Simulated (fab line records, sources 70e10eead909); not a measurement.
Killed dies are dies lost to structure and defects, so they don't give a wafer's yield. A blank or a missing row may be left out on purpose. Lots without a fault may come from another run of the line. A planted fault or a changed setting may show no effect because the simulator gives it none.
Problem report in the 8D (eight disciplines) form, filled by code | flow nand_harc | the parts of the form that need people (team, actions taken, sign-off) are left out

1. THE PROBLEM
oes_product_au at NHARC_P_GATE_ETCH_114 reads a mean of 0.895 a.u. on 3 wafers of 3 lots; wafers without a fault read 1.000 a.u. with a standard deviation of 0.011. That is -9.5 standard deviations from the usual mean.
The step: etches the open film in CF4/O2, target depth 30 nm, overetch 3 nm, time 16.5 s.
First seen on wafer L135.2, day 11 00:00, on rie_diel-06. The record holds 43 wafers of 15 lots with a number at this step. Rule for "out", or "out of limits": more than 4 standard deviations from the usual mean. The other wafers with a number count as sound.

2. WHAT IT IS AND WHAT IT IS NOT
question                    | is                     | is not
which readings at this step | oes_product_au         | drypump_motor_current_A, oes_ar_750_au, rf_vpp_V, showerhead_plenum_p_Torr, throttle_valve_pct
which lots                  | L135, L138, L139       | L121, L122, L123, L124, L125, L126, L127, L128, L129, L131, L132, L133
which wafers of those lots  | L135.2, L138.2, L139.4 | L135.6, L138.6, L139.1, L139.5
read on which tools         | rie_diel-06            | rie_diel-02, rie_diel-13
when                        | from day 11 00:00      | up to then (37 sound wafers); but 3 sound wafers of L138, L139 came after

3. SUSPECTS, AND WHAT RULES EACH OUT
Counting: a tool at a process step up to the reading stays a suspect if it ran every lot that is out. Sound lots after the first of them don't rule it out here, since some wafers of a struck lot are sound.
- rie_diel-06 at NHARC_P_GATE_ETCH_114 (etches the open film in CF4/O2, target depth 30 nm, overetch 3 nm, time 16.5 s): kept. It ran every lot that is out, first L135 (day 11 00:00); its last sound lot up to then is L133 (day 10 03:00). Its own readings are out on those wafers: oes_product_au.
Left after counting: rie_diel-06 at NHARC_P_GATE_ETCH_114.

4. THE CAUSE (what the simulator had put in)
Process parameter drift: rie_diel-06, from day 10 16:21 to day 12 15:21, at NHARC_P_GATE_ETCH_114. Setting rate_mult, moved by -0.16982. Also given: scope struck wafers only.
Counting left only this tool.

5. THE CHAIN OF EFFECTS, in route order
Each row: a reading whose mean over the struck wafers that have a number lies more than 3 standard deviations from the usual. Only readings for which the record gives a usual standard deviation are gone through. hours: the time from each lot's start at the first step in this table that gives one to its start at this step, as a median over the lots. sigmas: the change in usual standard deviations.
hours | step                  | reading        | usual      | on struck wafers | change | sigmas
0     | NHARC_P_GATE_ETCH_114 | oes_product_au | 1.000 a.u. | 0.895            | -0.105 | -9.5
The process steps in it:
- NHARC_P_GATE_ETCH_114: etches the open film in CF4/O2, target depth 30 nm, overetch 3 nm, time 16.5 s.

6. WHAT WOULD HAVE CAUGHT IT SOONER
In this record the first reading out of limits was taken at day 11 00:00, 8 hours after the fault began at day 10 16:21.
